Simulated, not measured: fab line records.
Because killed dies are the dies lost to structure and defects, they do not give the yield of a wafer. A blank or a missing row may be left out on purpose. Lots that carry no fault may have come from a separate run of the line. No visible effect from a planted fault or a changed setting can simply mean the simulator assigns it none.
fab line records | flow nand_harc | part 1 of 2: steps 1 to 4 of 6
record lots=21 | wafers=63 | last_day=33
route steps=1302 shown A_CHANNEL_FILL_D1@517 A_CHANNEL_HOLE_D2@589
lots that met no fault: taken from a fault-free run of the same line
start_h: the number of hours between the record's first day and the start of the first shown wafer of the lot | wait_h: how many hours have passed since the lot's step before this one | " repeats the value in the row above | L1.1+2: a single row standing in for several wafers | - no value, or no start given | * or withheld: withheld | < > ~ a bound
route shown NAME@n: a module of which the file shows steps, and the number in the route of the first | usual: mean/standard deviation of fault-free wafers | same: alike in all rows | chamber/n: place in a boat | sites: the reading at each site | _std_site: standard deviation of those values | _edge_site: outer sites' mean less inner sites' | radius_mm: for every site, how far away it sits from the centre of the wafer | mask NAME#n: copy n | behind: the most recent tool/chamber to have shaped the wafer | hold: what put the lot on hold/how long, in hours/how the hold closed | device: which transistor (n, p or np) failed to switch | end of line: the route-end tests of the same wafers | for a step that has no rows: nothing shown but its recipe | killed: dies lost to structure and defects at the first sort, not the wafer's yield | map: per-die view of a wafer (x killed, . not killed, _ where there is no die)
set.NAME: the run value of the setting; set.NAME@STEP: its run value at that earlier step | model.NAME: the simulator's own value behind a step, which no gauge read
a sample of lots followed through the steps of the route, with each step as a table and each wafer as a row
services: from which hour (start_h, from the record's first day; less than 0 if before it) a tool's chamber was out of use, for how many hours, and why
## steps
# step NHARC_A_CHANNEL_FILL_D1_INSPECT_13
# usual raw_defect_count=306/110
lot.wafer | tool              | chamber | start_h | wait_h | raw_defect_count
L074.1    | defect_inspect-02 | -       | 238.89  | 0.0    | 359
L074.2    | "                 | -       | "       | "      | 304
L074.5    | "                 | -       | "       | "      | 316
L076.2    | defect_inspect-01 | -       | 258.38  | 0.0    | 381
L076.4    | "                 | -       | "       | "      | 399
L076.5    | "                 | -       | "       | "      | 544
L078.1    | defect_inspect-01 | -       | 272.59  | 0.0    | 393
L078.2    | "                 | -       | "       | "      | 337
L078.5    | "                 | -       | "       | "      | 282
L080.1    | defect_inspect-02 | -       | 295.61  | 0.0    | 305
L080.3    | "                 | -       | "       | "      | 480
L080.5    | "                 | -       | "       | "      | 367
L079.1    | defect_inspect-01 | -       | 295.61  | 0.0    | 284
L079.2    | "                 | -       | "       | "      | 349
L079.5    | "                 | -       | "       | "      | 413
L081.3    | defect_inspect-01 | -       | 318.08  | 0.0    | 189
L081.4    | "                 | -       | "       | "      | 192
L081.6    | "                 | -       | "       | "      | 157
L082.2    | defect_inspect-01 | -       | 333.96  | 0.0    | 290
L082.4    | "                 | -       | "       | "      | 200
L082.6    | "                 | -       | "       | "      | 215
L083.1    | defect_inspect-02 | -       | 341.64  | 0.0    | 408
L083.2    | "                 | -       | "       | "      | 327
L083.3    | "                 | -       | "       | "      | 251
L084.2    | defect_inspect-01 | -       | 345.75  | 0.0    | 317
L084.3    | "                 | -       | "       | "      | 364
L084.6    | "                 | -       | "       | "      | 445
L085.1    | defect_inspect-01 | -       | 353.52  | 0.0    | 392
L085.2    | "                 | -       | "       | "      | 262
L085.6    | "                 | -       | "       | "      | 216
L086.1    | defect_inspect-02 | -       | 353.55  | 0.0    | 318
L086.2    | "                 | -       | "       | "      | 187
L086.5    | "                 | -       | "       | "      | 211
L087.1    | defect_inspect-02 | -       | 362.97  | 0.0    | 194
L087.4    | "                 | -       | "       | "      | 458
L087.6    | "                 | -       | "       | "      | 182
L088.2    | defect_inspect-01 | -       | 394.26  | 0.0    | 246
L088.3    | "                 | -       | "       | "      | 269
L088.5    | "                 | -       | "       | "      | 309
L089.2    | defect_inspect-02 | -       | 399.66  | 0.0    | 272
L089.3    | "                 | -       | "       | "      | 272
L089.5    | "                 | -       | "       | "      | 190
L091.1    | defect_inspect-01 | -       | 403.31  | 0.0    | 197
L091.5    | "                 | -       | "       | "      | 493
L091.6    | "                 | -       | "       | "      | 200
L090.2    | defect_inspect-02 | -       | 409.57  | 0.0    | 425
L090.3    | "                 | -       | "       | "      | 276
L090.5    | "                 | -       | "       | "      | 536
L092.1    | defect_inspect-01 | -       | 409.57  | 0.0    | 259
L092.5    | "                 | -       | "       | "      | 372
L092.6    | "                 | -       | "       | "      | 286
L093.1    | defect_inspect-01 | -       | 426.25  | 0.0    | 137
L093.2    | "                 | -       | "       | "      | 173
L093.3    | "                 | -       | "       | "      | 130
L095.3    | defect_inspect-01 | -       | 456.54  | 0.0    | 272
L095.4    | "                 | -       | "       | "      | 319
L095.6    | "                 | -       | "       | "      | 193
L096.1    | defect_inspect-01 | -       | 467.24  | 0.0    | 237
L096.3    | "                 | -       | "       | "      | 325
L096.6    | "                 | -       | "       | "      | 335
L097.1    | defect_inspect-02 | -       | 471.94  | 0.0    | 597
L097.2    | "                 | -       | "       | "      | 231
L097.6    | "                 | -       | "       | "      | 440
# step NHARC_A_CHANNEL_HOLE_D2_ETCH_16
# recipe target_depth_a=31000 | over_etch_frac=0.3 | time_s=806 | ion_energy_ev=150 | o2_flow_sccm=400 | cos_flow_sccm=20 | ar_flow_sccm=0 | rf_w=500 | bias_w=300 | chemistry=O2/COS
# usual bias_w=300.0/0.96 | drypump_motor_current_A=5.8/0.52 | mfc_ar_sccm=0.010/0.013 | oes_product_au=0.999/0.012 | rf_vpp_V=313.3/2.1 | showerhead_plenum_p_Torr=3.05/0.12 | throttle_valve_pct=28.331/0.0082
# same time_s=806
lot.wafer | tool        | chamber | start_h | wait_h | bias_w | drypump_motor_current_A | mfc_ar_sccm | oes_product_au | rf_hours_counter_h | rf_vpp_V | showerhead_plenum_p_Torr | throttle_valve_pct
L074.2    | rie_diel-07 | 3       | -       | -      | 299.1  | 5.8                     | 0           | 0.984          | 10                 | 312.5    | 2.92                     | 28.332
L074.1    | "           | 2       | "       | "      | 299.2  | 5.7                     | 0           | 1.004          | 10                 | 316.1    | 3.20                     | 28.334
L074.5    | "           | 0       | "       | "      | 300.6  | 5.7                     | 0           | 0.986          | -                  | 311.2    | 2.94                     | 28.317
L076.4    | rie_diel-07 | 0       | -       | -      | 299.8  | 5.7                     | 0           | 1.005          | 0                  | 311.1    | 2.94                     | 28.323
L076.2    | "           | 1       | "       | "      | 299.8  | 5.3                     | 0.017       | 0.983          | 0                  | 314.6    | 3.17                     | 28.344
L076.5    | "           | 2       | "       | "      | 300.8  | 5.7                     | 0           | 0.980          | -                  | 315.7    | 3.20                     | 28.345
L078.2    | rie_diel-07 | 1       | -       | -      | 300.2  | 5.4                     | 0.017       | 0.992          | 2                  | 315.4    | 3.17                     | 28.340
L078.1    | "           | 0       | "       | "      | 299.7  | 5.7                     | 0           | 0.994          | 2                  | 311.5    | 2.94                     | 28.339
L078.5    | "           | 1       | "       | "      | 300.2  | 5.4                     | 0.017       | 0.985          | -                  | 316.1    | 3.17                     | 28.317
L079.2    | rie_diel-12 | 1       | -       | -      | 300.1  | 6.1                     | 0.038       | 0.998          | 4                  | 311.8    | 2.93                     | 28.328
L079.1    | "           | 3       | "       | "      | 298.1  | 5.5                     | 0           | 0.992          | 5                  | 313.5    | 3.07                     | 28.335
L079.5    | "           | 0       | "       | "      | 300.2  | 4.8                     | 0           | 0.994          | -                  | 316.4    | 3.18                     | 28.344
L080.3    | rie_diel-11 | 0       | -       | -      | 299.8  | 6.3                     | 0.004       | 1.020          | 5                  | 311.2    | 2.98                     | 28.331
L080.1    | "           | 3       | "       | "      | 298.7  | 4.9                     | 0.029       | 1.007          | 5                  | 310.4    | 2.95                     | 28.322
L080.5    | "           | 0       | "       | "      | 301.5  | 6.3                     | 0.004       | 1.016          | -                  | 312.5    | 2.98                     | 28.317
L081.3    | rie_diel-07 | 1       | -       | -      | 298.7  | 5.3                     | 0.017       | 0.998          | 5                  | 314.7    | 3.17                     | 28.328
L081.4    | "           | 0       | "       | "      | 300.2  | 5.7                     | 0           | 1.013          | -                  | 310.5    | 2.93                     | 28.339
L081.6    | "           | 2       | "       | "      | 300.4  | 5.7                     | 0           | 0.984          | -                  | 314.9    | 3.20                     | 28.331
L082.2    | rie_diel-11 | 0       | -       | -      | 300.5  | 6.4                     | 0.004       | 1.024          | 7                  | 312.9    | 2.98                     | 28.328
L082.4    | "           | 1       | "       | "      | 300.3  | 6.6                     | 0.020       | 0.997          | 5                  | 315.3    | 3.26                     | 28.331
L082.6    | "           | 0       | "       | "      | 300.0  | 6.4                     | 0.004       | 1.027          | -                  | 311.8    | 2.98                     | 28.335
L083.2    | rie_diel-12 | 0       | -       | -      | 301.5  | 4.8                     | 0           | 0.991          | 7                  | 315.6    | 3.18                     | 28.332
L083.1    | "           | 1       | "       | "      | 302.9  | 6.2                     | 0.038       | 0.998          | 6                  | 311.1    | 2.93                     | 28.321
L083.3    | "           | 3       | "       | "      | 299.5  | 5.5                     | 0           | 0.993          | 7                  | 314.0    | 3.07                     | 28.333
L085.2    | rie_diel-11 | 2       | -       | -      | 300.2  | 6.5                     | 0.002       | 0.991          | 7                  | 312.9    | 2.97                     | 28.333
L085.1    | "           | 3       | "       | "      | 301.0  | 4.9                     | 0.029       | 0.999          | 8                  | 312.5    | 2.94                     | 28.324
L085.6    | "           | 1       | "       | "      | 300.2  | 6.6                     | 0.020       | 0.992          | -                  | 316.6    | 3.26                     | 28.345
L086.2    | rie_diel-07 | 3       | -       | -      | 300.7  | 5.9                     | 0           | 0.993          | 5                  | 312.1    | 2.92                     | 28.332
L086.1    | "           | 0       | "       | "      | 299.4  | 5.7                     | 0           | 0.995          | 7                  | 311.9    | 2.93                     | 28.342
L086.5    | "           | 3       | "       | "      | 301.1  | 5.9                     | 0           | 0.984          | -                  | 311.3    | 2.92                     | 28.329
L084.2    | rie_diel-12 | 2       | -       | -      | 299.1  | 5.6                     | 0.030       | 1.010          | 7                  | 311.6    | 2.96                     | 28.323
L084.3    | "           | 3       | "       | "      | 300.6  | 5.4                     | 0           | 0.993          | 8                  | 311.8    | 3.07                     | 28.329
L084.6    | "           | 3       | "       | "      | 300.2  | 5.4                     | 0           | 1.004          | -                  | 312.8    | 3.07                     | 28.340
L087.4    | rie_diel-07 | 3       | -       | -      | 299.5  | 5.8                     | 0           | 1.000          | 6                  | 310.4    | 2.92                     | 28.345
L087.1    | "           | 1       | "       | "      | 299.8  | 5.3                     | 0.017       | 0.996          | 8                  | 314.9    | 3.17                     | 28.323
L087.6    | "           | 3       | "       | "      | 300.4  | 5.9                     | 0           | 1.009          | -                  | 311.4    | 2.92                     | 28.334
L088.3    | rie_diel-07 | 0       | -       | -      | 299.5  | 5.7                     | 0           | 0.995          | 10                 | 310.1    | 2.93                     | 28.341
L088.2    | "           | 1       | "       | "      | 300.1  | 5.3                     | 0.017       | 0.993          | 9                  | 314.4    | 3.17                     | 28.326
L088.5    | "           | 3       | "       | "      | 299.6  | 5.9                     | 0           | 1.001          | -                  | 310.5    | 2.92                     | 28.324
L091.1    | rie_diel-11 | 3       | -       | -      | 299.9  | 4.9                     | 0.029       | 1.005          | 0                  | 312.2    | 2.94                     | 28.333
L091.5    | "           | 3       | "       | "      | 299.7  | 4.9                     | 0.029       | 0.993          | -                  | 312.0    | 2.94                     | 28.336
L091.6    | "           | 0       | "       | "      | 299.4  | 6.3                     | 0.004       | 1.023          | -                  | 312.4    | 2.98                     | 28.336
L089.3    | rie_diel-07 | 1       | -       | -      | 299.8  | 5.3                     | 0.017       | 0.988          | 10                 | 314.7    | 3.17                     | 28.330
L089.2    | "           | 2       | "       | "      | 298.7  | 5.7                     | 0           | 0.975          | 10                 | 317.3    | 3.19                     | 28.350
L089.5    | "           | 0       | "       | "      | 300.3  | 5.7                     | 0           | 1.006          | -                  | 312.4    | 2.93                     | 28.332
L090.3    | rie_diel-07 | 3       | -       | -      | 300.0  | 5.8                     | 0           | 0.988          | 10                 | 311.6    | 2.92                     | 28.341
L090.2    | "           | 1       | "       | "      | 300.8  | 5.3                     | 0.017       | 0.990          | 11                 | 315.5    | 3.17                     | 28.337
L090.5    | "           | 3       | "       | "      | 298.2  | 5.9                     | 0           | 0.993          | -                  | 311.4    | 2.92                     | 28.335
L092.1    | rie_diel-11 | 2       | -       | -      | 299.7  | 6.5                     | 0.002       | 1.000          | 1                  | 312.4    | 2.97                     | 28.335
L092.5    | "           | 0       | "       | "      | 298.8  | 6.4                     | 0.004       | 1.020          | -                  | 310.9    | 2.98                     | 28.332
L092.6    | "           | 1       | "       | "      | 299.7  | 6.6                     | 0.020       | 1.014          | -                  | 316.6    | 3.26                     | 28.339
L093.1    | rie_diel-12 | 1       | -       | -      | 300.2  | 6.2                     | 0.038       | 1.001          | 3                  | 310.8    | 2.93                     | 28.322
L093.3    | "           | 2       | "       | "      | 300.2  | 5.6                     | 0.030       | 1.000          | 3                  | 312.7    | 2.95                     | 28.326
L093.2    | "           | 3       | "       | "      | 301.7  | 5.5                     | 0           | 0.990          | 2                  | 313.9    | 3.07                     | 28.326
L095.4    | rie_diel-12 | 3       | -       | -      | 299.8  | 5.5                     | 0           | 0.996          | 4                  | 313.3    | 3.07                     | 28.343
L095.3    | "           | 0       | "       | "      | 299.7  | 4.7                     | 0           | 1.014          | 3                  | 314.5    | 3.17                     | 28.338
L095.6    | "           | 2       | "       | "      | 299.3  | 5.6                     | 0.030       | 1.016          | -                  | 311.8    | 2.95                     | 28.329
L096.1    | rie_diel-11 | 0       | -       | -      | 301.6  | 6.3                     | 0.004       | 1.012          | 3                  | 310.1    | 2.97                     | 28.344
L096.3    | "           | 1       | "       | "      | 300.8  | 6.6                     | 0.020       | 1.006          | 3                  | 316.5    | 3.26                     | 28.325
L096.6    | "           | 3       | "       | "      | 298.8  | 4.9                     | 0.029       | 1.025          | -                  | 312.1    | 2.94                     | 28.307
L097.2    | rie_diel-11 | 0       | -       | -      | 300.9  | 6.4                     | 0.004       | 1.017          | 4                  | 312.8    | 2.97                     | 28.341
L097.1    | "           | 2       | "       | "      | 299.8  | 6.5                     | 0.002       | 0.993          | 4                  | 313.0    | 2.97                     | 28.338
L097.6    | "           | 1       | "       | "      | 301.1  | 6.6                     | 0.020       | 1.003          | -                  | 316.8    | 3.26                     | 28.321
# step NHARC_A_CHANNEL_HOLE_D2_ETCH_22
# recipe bias_v=3000 | source_w=withheld | pressure_mtorr=20 | time_s=666.7 | ar_flow_sccm=375 | c4f8_flow_sccm=89.3 | o2_flow_sccm=35.7 | temp_c=-20 | target_depth_a=16000 | chemistry=C4F8/O2/Ar
# usual drypump_motor_current_A=5.8/0.49 | mfc_ar_sccm=375.0/1 | showerhead_plenum_p_Torr=3.68/0.033 | throttle_valve_pct=32.155/0.0094
# same time_s=666.7
lot.wafer | tool        | chamber | start_h | wait_h | drypump_motor_current_A | mfc_ar_sccm | rf_hours_counter_h | showerhead_plenum_p_Torr | throttle_valve_pct
L074.2    | har_etch-02 | 0       | 295.68  | 0.4    | 6.5                     | 374.2       | 352                | 3.74                     | 32.164
L074.1    | "           | 1       | "       | "      | 5.4                     | 374.6       | 344                | 3.74                     | 32.151
L074.5    | "           | 1       | "       | "      | 5.4                     | 374.6       | -                  | 3.74                     | 32.156
L076.2    | har_etch-01 | 0       | 312.87  | 0.4    | 5.4                     | 374.2       | 169                | 3.69                     | 32.165
L076.4    | "           | 0       | "       | "      | 5.4                     | 373.5       | -                  | 3.69                     | 32.160
L076.5    | "           | 0       | "       | "      | 5.4                     | 373.0       | -                  | 3.69                     | 32.158
L078.1    | har_etch-02 | 0       | 328.23  | 0.4    | 6.5                     | 375.8       | 368                | 3.73                     | 32.168
L078.2    | "           | 1       | "       | "      | 5.4                     | 375.4       | 360                | 3.73                     | 32.136
L078.5    | "           | 0       | "       | "      | 6.6                     | 374.2       | -                  | 3.73                     | 32.150
L079.1    | har_etch-01 | 0       | 349.63  | 0.4    | 5.4                     | 376.2       | 192                | 3.68                     | 32.138
L079.2    | "           | 1       | "       | "      | 5.7                     | 375.0       | 192                | 3.68                     | 32.151
L079.5    | "           | 1       | "       | "      | 5.6                     | 375.6       | -                  | 3.68                     | 32.159
L080.1    | har_etch-02 | 0       | 349.80  | 0.4    | 6.5                     | 375.0       | 387                | 3.72                     | 32.139
L080.3    | "           | 1       | "       | "      | 5.4                     | 375.3       | -                  | 3.72                     | 32.148
L080.5    | "           | 1       | "       | "      | 5.4                     | 374.5       | -                  | 3.72                     | 32.149
L081.3    | har_etch-02 | 1       | 368.74  | 0.4    | 5.4                     | 373.3       | -                  | 3.72                     | 32.157
L081.4    | "           | 0       | "       | "      | 6.5                     | 374.1       | -                  | 3.71                     | 32.165
L081.6    | "           | 1       | "       | "      | 5.4                     | 374.6       | -                  | 3.72                     | 32.167
L082.2    | har_etch-01 | 1       | 390.20  | 0.4    | 5.7                     | 373.5       | 215                | 3.66                     | 32.156
L082.4    | "           | 0       | "       | "      | 5.4                     | 375.7       | -                  | 3.66                     | 32.157
L082.6    | "           | 1       | "       | "      | 5.7                     | 374.5       | -                  | 3.67                     | 32.145
L083.2    | har_etch-01 | 0       | 396.55  | 0.4    | 5.4                     | 375.1       | 219                | 3.66                     | 32.150
L083.1    | "           | 1       | "       | "      | 5.7                     | 373.6       | 219                | 3.66                     | 32.156
L083.3    | "           | 1       | "       | "      | 5.7                     | 373.9       | -                  | 3.66                     | 32.146
L085.1    | har_etch-02 | 0       | 406.58  | 0.4    | 6.5                     | 373.8       | 5                  | 3.71                     | 32.147
L085.2    | "           | 1       | "       | "      | 5.4                     | 374.5       | 5                  | 3.71                     | 32.155
L085.6    | "           | 1       | "       | "      | 5.4                     | 375.0       | -                  | 3.71                     | 32.151
L086.1    | har_etch-01 | 1       | 406.76  | 0.4    | 5.7                     | 375.7       | 222                | 3.66                     | 32.150
L086.2    | "           | 0       | "       | "      | 5.4                     | 375.0       | 222                | 3.66                     | 32.153
L086.5    | "           | 1       | "       | "      | 5.7                     | 375.6       | -                  | 3.66                     | 32.145
L084.2    | har_etch-02 | 1       | 410.74  | 0.4    | 5.4                     | 374.8       | 9                  | 3.71                     | 32.161
L084.3    | "           | 0       | "       | "      | 6.5                     | 377.3       | -                  | 3.70                     | 32.158
L084.6    | "           | 1       | "       | "      | 5.4                     | 374.3       | -                  | 3.71                     | 32.149
L087.1    | har_etch-02 | 0       | 422.91  | 0.4    | 6.6                     | 373.8       | 20                 | 3.70                     | 32.156
L087.4    | "           | 1       | "       | "      | 5.4                     | 374.6       | -                  | 3.70                     | 32.150
L087.6    | "           | 0       | "       | "      | 6.5                     | 375.8       | -                  | 3.70                     | 32.154
L088.2    | har_etch-01 | 0       | 445.75  | 0.4    | 5.4                     | 375.7       | 245                | 3.65                     | 32.152
L088.3    | "           | 0       | "       | "      | 5.4                     | 374.5       | -                  | 3.65                     | 32.166
L088.5    | "           | 1       | "       | "      | 5.7                     | 376.0       | -                  | 3.65                     | 32.165
L091.1    | har_etch-01 | 1       | 456.35  | 0.4    | 5.7                     | 374.7       | 253                | 3.64                     | 32.156
L091.6    | "           | 1       | "       | "      | 5.6                     | 374.2       | -                  | 3.64                     | 32.150
L091.5    | "           | 0       | "       | "      | 5.4                     | 375.4       | -                  | 3.64                     | 32.141
L089.2    | har_etch-02 | 0       | 459.52  | 0.4    | 6.5                     | 375.9       | 39                 | 3.69                     | 32.161
L089.3    | "           | 1       | "       | "      | 5.4                     | 376.1       | -                  | 3.69                     | 32.139
L089.5    | "           | 1       | "       | "      | 5.4                     | 375.3       | -                  | 3.69                     | 32.174
L090.2    | har_etch-01 | 1       | 465.53  | 0.4    | 5.7                     | 374.4       | 261                | 3.64                     | 32.152
L090.3    | "           | 1       | "       | "      | 5.7                     | 374.6       | -                  | 3.64                     | 32.165
L090.5    | "           | 1       | "       | "      | 5.7                     | 374.6       | -                  | 3.64                     | 32.161
L092.1    | har_etch-02 | 0       | 467.85  | 0.4    | 6.5                     | 375.1       | 47                 | 3.68                     | 32.151
L092.5    | "           | 0       | "       | "      | 6.5                     | 373.4       | -                  | 3.68                     | 32.144
L092.6    | "           | 1       | "       | "      | 5.4                     | 374.2       | -                  | 3.69                     | 32.150
L093.1    | har_etch-02 | 1       | 481.77  | 0.4    | 5.4                     | 374.0       | 58                 | 3.68                     | 32.157
L093.2    | "           | 0       | "       | "      | 6.5                     | 375.2       | 58                 | 3.68                     | 32.177
L093.3    | "           | 0       | "       | "      | 6.5                     | 373.7       | -                  | 3.68                     | 32.146
L095.3    | har_etch-02 | 0       | 515.21  | 0.4    | 6.6                     | 374.2       | -                  | 3.67                     | 32.155
L095.4    | "           | 1       | "       | "      | 5.4                     | 373.9       | -                  | 3.67                     | 32.164
L095.6    | "           | 0       | "       | "      | 6.5                     | 374.8       | -                  | 3.67                     | 32.151
L096.1    | har_etch-01 | 1       | 517.48  | 0.4    | 5.6                     | 377.0       | 291                | 3.62                     | 32.173
L096.3    | "           | 1       | "       | "      | 5.7                     | 374.2       | -                  | 3.62                     | 32.167
L096.6    | "           | 0       | "       | "      | 5.5                     | 374.5       | -                  | 3.62                     | 32.161
L097.1    | har_etch-02 | 0       | 525.89  | 0.4    | 6.6                     | 375.7       | 81                 | 3.66                     | 32.153
L097.2    | "           | 1       | "       | "      | 5.4                     | 373.9       | 81                 | 3.67                     | 32.156
L097.6    | "           | 1       | "       | "      | 5.4                     | 375.8       | -                  | 3.67                     | 32.163
# step NHARC_A_CHANNEL_HOLE_D2_ETCH_23
# recipe bias_v=5000 | source_w=withheld | pressure_mtorr=20 | time_s=819 | ar_flow_sccm=375 | c4f8_flow_sccm=89.3 | o2_flow_sccm=35.7 | temp_c=-20 | target_depth_a=16000 | chemistry=C4F8/O2/Ar
# usual drypump_motor_current_A=5.8/0.49 | mfc_ar_sccm=374.9/1.2 | showerhead_plenum_p_Torr=3.68/0.033 | throttle_valve_pct=32.155/0.0089
# same time_s=819
lot.wafer | tool        | chamber | start_h | wait_h | drypump_motor_current_A | mfc_ar_sccm | rf_hours_counter_h | showerhead_plenum_p_Torr | throttle_valve_pct
L074.2    | har_etch-02 | 0       | 296.24  | 0.5    | 6.5                     | 374.2       | 353                | 3.73                     | 32.162
L074.1    | "           | 1       | "       | "      | 5.4                     | 376.1       | 345                | 3.74                     | 32.179
L074.5    | "           | 1       | "       | "      | 5.4                     | 373.8       | -                  | 3.74                     | 32.153
L076.2    | har_etch-01 | 0       | 313.46  | 0.5    | 5.4                     | 374.0       | 170                | 3.69                     | 32.153
L076.4    | "           | 0       | "       | "      | 5.5                     | 373.2       | -                  | 3.69                     | 32.142
L076.5    | "           | 0       | "       | "      | 5.4                     | 374.0       | -                  | 3.69                     | 32.144
L078.1    | har_etch-02 | 0       | 328.81  | 0.5    | 6.5                     | 374.4       | 369                | 3.73                     | 32.143
L078.2    | "           | 1       | "       | "      | 5.4                     | 374.8       | 360                | 3.73                     | 32.170
L078.5    | "           | 0       | "       | "      | 6.5                     | 373.2       | -                  | 3.73                     | 32.150
L079.1    | har_etch-01 | 0       | 350.20  | 0.5    | 5.4                     | 374.3       | 192                | 3.68                     | 32.157
L079.2    | "           | 1       | "       | "      | 5.6                     | 376.2       | 192                | 3.68                     | 32.151
L079.5    | "           | 1       | "       | "      | 5.7                     | 373.9       | -                  | 3.68                     | 32.150
L080.1    | har_etch-02 | 0       | 350.37  | 0.5    | 6.5                     | 375.0       | 387                | 3.72                     | 32.160
L080.3    | "           | 1       | "       | "      | 5.3                     | 373.4       | -                  | 3.72                     | 32.146
L080.5    | "           | 1       | "       | "      | 5.4                     | 371.9       | -                  | 3.72                     | 32.155
L081.3    | har_etch-02 | 1       | 369.36  | 0.5    | 5.4                     | 375.1       | -                  | 3.72                     | 32.147
L081.4    | "           | 0       | "       | "      | 6.5                     | 374.1       | -                  | 3.71                     | 32.161
L081.6    | "           | 1       | "       | "      | 5.4                     | 375.2       | -                  | 3.72                     | 32.157
L082.2    | har_etch-01 | 1       | 390.79  | 0.5    | 5.7                     | 376.8       | 215                | 3.66                     | 32.167
L082.4    | "           | 0       | "       | "      | 5.4                     | 374.5       | -                  | 3.66                     | 32.163
L082.6    | "           | 1       | "       | "      | 5.6                     | 375.6       | -                  | 3.66                     | 32.168
L083.2    | har_etch-01 | 0       | 397.11  | 0.5    | 5.4                     | 375.7       | 219                | 3.66                     | 32.140
L083.1    | "           | 1       | "       | "      | 5.7                     | 376.0       | 219                | 3.66                     | 32.156
L083.3    | "           | 1       | "       | "      | 5.7                     | 377.8       | -                  | 3.66                     | 32.165
L085.1    | har_etch-02 | 0       | 407.15  | 0.5    | 6.5                     | 375.3       | 5                  | 3.71                     | 32.146
L085.2    | "           | 1       | "       | "      | 5.5                     | 374.3       | 5                  | 3.71                     | 32.158
L085.6    | "           | 1       | "       | "      | 5.4                     | 373.5       | -                  | 3.71                     | 32.148
L086.1    | har_etch-01 | 1       | 407.34  | 0.5    | 5.6                     | 374.9       | 223                | 3.66                     | 32.164
L086.2    | "           | 0       | "       | "      | 5.4                     | 375.2       | 223                | 3.66                     | 32.147
L086.5    | "           | 1       | "       | "      | 5.7                     | 372.8       | -                  | 3.66                     | 32.147
L084.2    | har_etch-02 | 1       | 411.30  | 0.5    | 5.5                     | 373.2       | 9                  | 3.71                     | 32.159
L084.3    | "           | 0       | "       | "      | 6.5                     | 373.4       | -                  | 3.70                     | 32.150
L084.6    | "           | 1       | "       | "      | 5.4                     | 373.0       | -                  | 3.71                     | 32.152
L087.1    | har_etch-02 | 0       | 423.49  | 0.5    | 6.5                     | 374.7       | 21                 | 3.70                     | 32.149
L087.4    | "           | 1       | "       | "      | 5.4                     | 373.9       | -                  | 3.70                     | 32.155
L087.6    | "           | 0       | "       | "      | 6.6                     | 378.5       | -                  | 3.70                     | 32.156
L088.2    | har_etch-01 | 0       | 446.34  | 0.5    | 5.4                     | 375.5       | 246                | 3.65                     | 32.154
L088.3    | "           | 0       | "       | "      | 5.4                     | 375.0       | -                  | 3.65                     | 32.143
L088.5    | "           | 1       | "       | "      | 5.7                     | 375.2       | -                  | 3.65                     | 32.145
L091.1    | har_etch-01 | 1       | 456.92  | 0.5    | 5.6                     | 374.7       | 253                | 3.64                     | 32.151
L091.6    | "           | 1       | "       | "      | 5.7                     | 374.8       | -                  | 3.64                     | 32.153
L091.5    | "           | 0       | "       | "      | 5.4                     | 375.2       | -                  | 3.64                     | 32.142
L089.2    | har_etch-02 | 0       | 460.09  | 0.5    | 6.5                     | 374.7       | 39                 | 3.69                     | 32.156
L089.3    | "           | 1       | "       | "      | 5.4                     | 376.9       | -                  | 3.69                     | 32.147
L089.5    | "           | 1       | "       | "      | 5.4                     | 375.3       | -                  | 3.69                     | 32.163
L090.2    | har_etch-01 | 1       | 466.10  | 0.5    | 5.7                     | 374.6       | 261                | 3.64                     | 32.150
L090.3    | "           | 1       | "       | "      | 5.7                     | 374.9       | -                  | 3.64                     | 32.163
L090.5    | "           | 1       | "       | "      | 5.7                     | 374.8       | -                  | 3.64                     | 32.141
L092.1    | har_etch-02 | 0       | 468.42  | 0.5    | 6.5                     | 375.7       | 47                 | 3.68                     | 32.159
L092.5    | "           | 0       | "       | "      | 6.5                     | 375.1       | -                  | 3.68                     | 32.157
L092.6    | "           | 1       | "       | "      | 5.4                     | 375.0       | -                  | 3.69                     | 32.157
L093.1    | har_etch-02 | 1       | 482.34  | 0.5    | 5.4                     | 374.9       | 59                 | 3.68                     | 32.156
L093.2    | "           | 0       | "       | "      | 6.6                     | 373.6       | 59                 | 3.68                     | 32.159
L093.3    | "           | 0       | "       | "      | 6.6                     | 375.9       | -                  | 3.68                     | 32.153
L095.3    | har_etch-02 | 0       | 515.81  | 0.5    | 6.5                     | 375.3       | -                  | 3.67                     | 32.158
L095.4    | "           | 1       | "       | "      | 5.4                     | 375.9       | -                  | 3.67                     | 32.158
L095.6    | "           | 0       | "       | "      | 6.6                     | 376.4       | -                  | 3.67                     | 32.149
L096.1    | har_etch-01 | 1       | 518.07  | 0.5    | 5.7                     | 375.5       | 292                | 3.62                     | 32.143
L096.3    | "           | 1       | "       | "      | 5.7                     | 375.4       | -                  | 3.62                     | 32.163
L096.6    | "           | 0       | "       | "      | 5.4                     | 374.9       | -                  | 3.62                     | 32.153
L097.1    | har_etch-02 | 0       | 526.45  | 0.5    | 6.5                     | 377.0       | 81                 | 3.66                     | 32.145
L097.2    | "           | 1       | "       | "      | 5.4                     | 374.3       | 81                 | 3.67                     | 32.156
L097.6    | "           | 1       | "       | "      | 5.4                     | 374.4       | -                  | 3.67                     | 32.147
